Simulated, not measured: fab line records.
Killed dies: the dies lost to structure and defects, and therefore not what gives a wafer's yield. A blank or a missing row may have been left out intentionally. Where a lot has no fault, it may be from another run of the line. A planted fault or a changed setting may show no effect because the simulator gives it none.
Matching of chambers	flow n5_finfet	rie_si-01 running N5_BEOL_M0_SAQP_MANDREL1_REMOVE_100: 4 sister chambers
The step chemistry HBr/Cl2/O2, target a-Si, stops on SiNx, bt time 10 s. 4 wafers are shown with their chamber, then 8 later ones without.

WAFERS WITH THEIR CHAMBER
wafer	chamber	throttle_valve_pct (%)
L081.5	1	36.73
L081.6	0	36.77
L084.6	2	36.62
L088.4	3	37.17

WAFERS MISSING THEIR CHAMBER
wafer	throttle_valve_pct (%)
L088.5	36.76
L088.6	36.62
L092.2	36.78
L092.3	36.75
L092.6	37.14
L096.2	36.77
L096.5	36.63
L096.6	36.73

CHAMBER TAKEN BY EACH
wafer	from the rows above	in truth
L088.5	can't be placed: 0 or 1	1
L088.6	2	2
L092.2	0	0
L092.3	can't be placed: 0 or 1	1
L092.6	3	3
L096.2	0	0
L096.5	2	2
L096.6	1	1
Placed correctly: 6 of 8. Cannot be placed on the basis of these rows: 2; the candidates contain the true chamber in 2. 0 placed wrongly.
How it was worked out, from the rows above alone: a wafer's distance from a chamber is the root of the sum, over the readings, of the square of ((its reading less the chamber's mean) divided by the reading's scatter). If the next closest chamber is less than 2 further off than the closest, the wafer can't be placed; otherwise it belongs to the closest. Each chamber's mean is taken over the wafers shown for it. The scatter: root of mean squared gap, hidden wafer to nearest shown wafer, with one shown wafer a chamber.
